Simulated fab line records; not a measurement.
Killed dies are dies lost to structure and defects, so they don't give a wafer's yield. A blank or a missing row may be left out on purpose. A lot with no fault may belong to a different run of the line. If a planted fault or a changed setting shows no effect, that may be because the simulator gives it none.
A single fault, viewed from 3 desks | flow n5 finfet | each desk holds nothing but its own numbers, with what lay behind them at the end

## TOOL OWNER'S DESK, rie metal-03
The tool's own readings at N5_GATE_CUT_ETCH_56 (etches TiN in Cl2/Ar, target depth 21.6 nm): means of the sampled wafers that have a number, for each lot that ran on this tool. The brackets show how far a lot's mean lies from the usual mean; more than 4 standard deviations puts the lot out of limits, marked OUT.
Columns: A = drypump motor current A at N5_GATE_CUT_ETCH_56, usual 6.0 A; B = oes product au at N5_GATE_CUT_ETCH_56, usual 0.75 a.u.; C = rf fwd power W at N5_GATE_CUT_ETCH_56, usual 596.7 W; D = throttle valve pct at N5_GATE_CUT_ETCH_56, usual 20.8 %
lot  | first seen here | A   | B    | C               | D
L207 | day 4 14:46     | 6.1 | 0.78 | 595.8           | 20.8
L212 | day 5 18:52     | 6.1 | 0.73 | 595.5           | 20.7
L215 | day 6 07:28     | 6.1 | 0.91 | 742.8 (+61) OUT | 20.6
L217 | day 6 22:20     | 6.1 | 0.76 | 641.1 (+18) OUT | 20.6
This desk's verdict: out of limits on L215, L217, starting with L215 at day 6 07:28 (rf fwd power W at N5_GATE_CUT_ETCH_56). Within limits: L207, L212.

## METROLOGY DESK
What the gauges read, lot by lot, whatever tool the lot ran on: means of the sampled wafers that have a number. The brackets show how far a lot's mean lies from the usual mean; more than 4 standard deviations puts the lot out of limits, marked OUT. Of its 10 readings 7 are shown: those that lie furthest out on some lot.
Columns: A = DIBL_N at N5_BEOL_M4_RC_MEAS_101, usual 35.3 mV/V; B = DIBL_P at N5_BEOL_M4_RC_MEAS_101, usual 35.3 mV/V; C = IOFF_N at N5_BEOL_M4_RC_MEAS_101, usual 0.145 nA/um; D = ION_N at N5_BEOL_M4_RC_MEAS_101, usual 670 uA/um; E = ION_P at N5_BEOL_M4_RC_MEAS_101, usual 462 uA/um; F = SS_P at N5_BEOL_M4_RC_MEAS_101, usual 73.1 mV/dec; G = VT_P at N5_BEOL_M4_RC_MEAS_101, usual -251 mV
lot  | first seen here | A    | B    | C     | D   | E   | F    | G
L207 | day 8 14:52     | 35.5 | 35.4 | 0.157 | 679 | 466 | 72.8 | -250
L212 | day 9 11:46     | 35.5 | 35.5 | 0.141 | 668 | 467 | 73.0 | -246
L214 | day 10 06:28    | 33.8 | 33.0 | 0.126 | 675 | 464 | 72.4 | -250
L215 | day 10 07:54    | 34.5 | 33.5 | 0.111 | 656 | 460 | 72.7 | -253
L217 | day 11 01:06    | 33.3 | 33.0 | 0.114 | 654 | 454 | 71.9 | -253
L222 | day 12 12:35    | 37.2 | 37.1 | 0.163 | 673 | 458 | 73.6 | -251
This desk's finding: nothing out of limits on any of the 6 lots.

## THE DEFECT DESK
Counts from the inspections along the route, per lot, as means over the sampled wafers that have a number. The brackets show how far a lot's mean lies from the usual mean; more than 4 standard deviations puts the lot out of limits, marked OUT.
Columns: A = raw defect count at N5_HKMG_FIN_INSPECT_28, usual 40
lot  | first seen here | A
L207 | day 4 14:37     | 31
L212 | day 5 18:43     | 48
L214 | day 6 04:03     | 43
L215 | day 6 07:19     | 44
L217 | day 6 22:11     | 31
L222 | day 7 23:49     | 41
This desk's finding: nothing out of limits on any of the 6 lots.

## ALL TOGETHER
The tool owner's desk had the chance to raise an alarm at day 6 07:28 on L215, L217.
Nothing out of limits was seen by the metrology desk.
Nothing the defect desk looked at was out of limits.
The metrology desk holds a record of L215, L217, inside its limits.
The defect desk has L215, L217 on record, within its limits.
On rie metal-03, each named lot ran N5_GATE_CUT_ETCH_56.

## WHAT THE SIMULATOR HAD INSERTED
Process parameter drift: rie metal-03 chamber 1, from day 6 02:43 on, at N5_GATE_CUT_ETCH_56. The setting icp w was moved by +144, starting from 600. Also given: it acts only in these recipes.
Shown lots that were struck: L215, L217.
How many hours passed from the start of the fault until each desk's first out-of-limits reading: the tool owner's desk, 5.
